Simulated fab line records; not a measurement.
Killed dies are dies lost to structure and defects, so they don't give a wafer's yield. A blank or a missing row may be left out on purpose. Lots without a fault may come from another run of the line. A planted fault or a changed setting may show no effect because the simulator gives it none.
A struck lot beside a sound one | flow nand harc | 35 out of 1159 route steps
Sound: wafers L132.3, L132.5, L132.6. The struck wafers were L149.3, L149.5, L149.6. At the end, the cause is stated.
Order at every step that has rows: each side's tool, ch and its chambers, its first start. Under that, the readings that differ: sound wafers | struck wafers | difference of the means | sigmas: that difference in standard deviations of wafers without a fault.
alike: readings whose means differ by less than 2 such deviations, and words and numbers that are the same on both sides. not compared: withheld readings, readings that some wafer has no value for, bounds like >300 that may hide the same value, and numbers for which the record gives no deviation and whose values overlap.
A row with sigmas, a row that says differs or no value, or rows on one side alone: a step with any of these is where the two part. Non-overlapping numbers with no deviation appear without sigmas and do not part them. A reading missing from all wafers of one side parts the sides only when that side holds two or more wafers.

first, 2 steps without rows for these wafers: NHARC_P_M0_PEB_07 (peb time 65 s); NHARC_P_M0_DEVELOP_08 (develop time 35 s).
NHARC_P_M0_CD_MEAS_09: the cd target is 90 nm.
  sound on cd sem-03 ch 0, day 6 23:02; struck on cd sem-01 ch 0, day 11 10:55
  alike: cd nm
NHARC_P_M0_OVL_MEAS_10: pitch 180 nm.
  sound on overlay-02 at day 6 23:07; struck on overlay-02 at day 11 10:59
  alike: overlay x nm, overlay y nm
NHARC_P_M0_INSPECT_11:
  sound on defect inspect-01 at day 6 23:10; struck on defect inspect-01 at day 11 11:02
  alike: raw defect count
NHARC_P_M0_DESCUM_14: chemistry O2, time 3 s.
  sound on rie diel-03 ch 2,3, day 6 23:13; struck on rie diel-05 ch 1,2, day 11 11:05
  reading               | sound             | struck            | difference | sigmas
  oes product au (a.u.) | 1.004 0.996 0.998 | 1.015 1.016 1.020 | +0.018     | +2
  alike: drypump motor current A, rf vpp V, showerhead plenum p Torr, throttle valve pct
  not compared: rf hours counter h
then, 1 step without rows for these wafers: NHARC_P_M0_ETCH_34 (etches the open film in N2/H2, target depth 40 nm, overetch 12 nm, time 43.94 s).
NHARC_P_M0_ETCH_15: etches the open film in C4F8/Ar, target depth 150 nm, overetch 15 nm, time 82.5 s.
  sound on rie diel-03 ch 2,3; struck on rie diel-05 ch 0,1,3
  alike: oes product au, rf vpp V
  not compared: rf hours counter h
NHARC_P_M0_CD_MEAS_16:
  sound on cd sem-03 at day 6 23:31; struck on cd sem-01 at day 11 11:23
  alike: cd nm
NHARC_P_M0_STRIP_18: strips in N2/H2.
  sound on rie diel-12 ch 2,3, day 6 23:37; struck on rie diel-12 ch 1,2, day 11 11:28
  alike: drypump motor current A, oes product au, rf vpp V, showerhead plenum p Torr, throttle valve pct
  not compared: rf hours counter h
then, 2 steps without rows for these wafers: NHARC_P_M0_STRIP_19 (strips in post etch residue remover, time 600 s); NHARC_P_M0_DEGAS_28 (time 60 s).
NHARC_P_M0_PRE_CLEAN_29: time 30 s.
  sound on pvd sputter-03 at day 7 00:15; struck on pvd sputter-02 at day 11 12:11
  alike: heater power w
then, 4 steps without rows for these wafers: NHARC_P_M0_PVD_20 (deposits TaN, target thk 5 nm, time 8.06 s); NHARC_P_M0_PVD_21 (deposits Cu, target thk 30 nm, time 20.49 s); NHARC_P_M0_ECD_22 (material Cu, target thk 400 nm); NHARC_P_M0_ANNEAL_30 (time 90 s).
NHARC_P_M0_CMP_23: polishes, t overpolish 20 s, target thk 117.53 nm.
  sound on cmp-01 ch 1,2, day 7 01:25; struck on cmp-02 ch 2,3, day 11 13:14
  alike: motor current A, time to endpoint s
NHARC_P_M0_THK_MEAS_24: measures by xrf.
  sound on film metro-01 at day 7 01:43; struck on film metro-01 at day 11 13:31
  alike: thk nm
then, 2 steps without rows for these wafers: NHARC_P_M0_SRD_25; NHARC_P_M0_PRE_CLEAN_31 (time 12 s).
NHARC_P_M0_DEP_32: deposits SiCN, target thk 30 nm.
  sound on pecvd-02 ch 1,2, day 7 02:07; struck on pecvd-04 ch 0,2, day 11 13:49
  alike: heater power w
  not compared: since wet clean h
then, 10 steps without rows for these wafers: NHARC_P_M1_DEP_00 (deposits SiOC, target thk 182.5 nm); NHARC_P_M1_DEHYDRATE_01 (time 120 s); NHARC_P_M1_HMDS_02 (time 30 s); NHARC_P_M1_COAT_34 (time 65 s); NHARC_P_M1_COAT_03 (resist thk 90 nm); NHARC_P_M1_SOFTBAKE_04 (time 55 s); NHARC_P_M1_EBR_05; NHARC_P_M1_EXPOSE_06 (exposes mask P M1, target cd 130 nm); NHARC_P_M1_PEB_07 (peb time 65 s); NHARC_P_M1_DEVELOP_08 (develop time 35 s).
NHARC_P_M1_CD_MEAS_09: the cd target is 130 nm.
  sound on cd sem-02 ch 0, day 7 03:16; struck on cd sem-02 ch 0, day 11 15:05
  alike: cd nm
NHARC_P_M1_OVL_MEAS_10: pitch 260 nm.
  sound on overlay-02 at day 7 03:20; struck on overlay-01 at day 11 15:10
  reading           | sound       | struck         | difference | sigmas
  overlay x nm (nm) | 1.9 2.2 2.0 | -0.1 -0.1 -0.6 | -2.3       | -3
  alike: overlay y nm
-- the record jumps here: 13 days lie between the struck wafers' starts before and after (it left off in module P_M1 and takes up again in module END, whose first step shown is number 1159 of the route) --
NHARC_END_SORT_01:
  at this point the record logs the struck wafers (prober-02 ch 0, day 24 23:50) and has no rows for the sound ones

== WHERE THEY PART ==
Earliest at NHARC_P_M0_DESCUM_14; latest, in this record, at NHARC_END_SORT_01.

WHY: the cause the simulator had injected
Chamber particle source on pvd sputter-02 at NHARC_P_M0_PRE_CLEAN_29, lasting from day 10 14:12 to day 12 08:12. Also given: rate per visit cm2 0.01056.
